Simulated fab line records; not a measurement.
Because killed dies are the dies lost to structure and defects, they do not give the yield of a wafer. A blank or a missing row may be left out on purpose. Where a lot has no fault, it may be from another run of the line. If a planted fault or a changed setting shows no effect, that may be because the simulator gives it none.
One fault through the eyes of 2 desks || flow n5-finfet || every desk sees just its own numbers, and what lay behind them comes last

AT THE METROLOGY DESK
Lot by lot, what the gauges showed, no matter which tool ran the lot: averages of those sampled wafers that carry a number. A lot is out of limits, marked OUT, if its mean lies more than 4 standard deviations from the usual mean; the brackets give that distance.
Columns: A = cd-nm at N5_BEOL_M7_CD_MEAS_18, usual 40.0 nm; B = V6_OVL at N5_BEOL_M7_OVL_MEAS_29, usual 0.2 nm
{"lot": "L172", "first seen here": "day 9 16:50", "A": 39.9, "B": 0.5}
{"lot": "L175", "first seen here": "day 9 20:06", "A": 39.7, "B": 0.7}
{"lot": "L173", "first seen here": "day 10 03:02", "A": 39.4, "B": 0.2}
{"lot": "L176", "first seen here": "day 10 12:05", "A": 39.5, "B": -1.1}
{"lot": "L178", "first seen here": "day 11 13:50", "A": 39.5, "B": 0.4}
{"lot": "L181", "first seen here": "day 11 16:43", "A": 39.7, "B": -0.4}
{"lot": "L182", "first seen here": "day 11 19:31", "A": 40.0, "B": 0.5}
{"lot": "L185", "first seen here": "day 12 14:00", "A": 40.1, "B": 0.5}
{"lot": "L186", "first seen here": "day 12 17:05", "A": 40.5, "B": 0.5}
{"lot": "L188", "first seen here": "day 13 22:11", "A": 40.3, "B": 0.5}
{"lot": "L193", "first seen here": "day 14 14:53", "A": 40.0, "B": -0.3}
{"lot": "L194", "first seen here": "day 14 20:54", "A": 39.8, "B": 0.6}
This desk's finding: nothing out of limits on any of the 12 lots.

DESK OF THE TOOL OWNER: litho-track-02
The tool's own readings at N5_BEOL_M7_COAT_71 (time 60 s, resist thk 5 nm): means of the sampled wafers that have a number, for each lot that ran on this tool. A lot is out of limits, marked OUT, if its mean lies more than 4 standard deviations from the usual mean; the brackets give that distance.
Columns: A = spin-speed-rpm at N5_BEOL_M7_COAT_71, usual 1500.0 rpm
{"lot": "L176", "first seen here": "day 10 12:38", "A": 1500.6}
{"lot": "L178", "first seen here": "day 11 13:58", "A": 1500.3}
{"lot": "L182", "first seen here": "day 11 20:09", "A": 1498.9}
{"lot": "L185", "first seen here": "day 12 15:17", "A": "1409.6 (-82) OUT"}
{"lot": "L188", "first seen here": "day 13 22:19", "A": "1412.1 (-80) OUT"}
Finding of this desk: L185, L188 out of limits; the first was L185 at day 12 15:17, on spin-speed-rpm at N5_BEOL_M7_COAT_71. In limits: L176, L178, L182.

PUT TOGETHER
The tool owner's desk could have raised an alarm at day 12 15:17, on L185, L188.
From the metrology desk's view, nothing was out of limits.
The metrology desk holds a record of L185, L188, inside its limits.
On litho-track-02, each named lot ran N5_BEOL_M7_COAT_71.

WHAT HAD BEEN PUT IN BY THE SIMULATOR
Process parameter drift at N5_BEOL_M7_COAT_71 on litho-track-02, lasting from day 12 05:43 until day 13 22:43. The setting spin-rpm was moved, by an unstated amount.
Lots struck among those shown: L185, L188.
How many hours passed from the start of the fault until each desk's first out-of-limits reading: the tool owner's desk, 10.
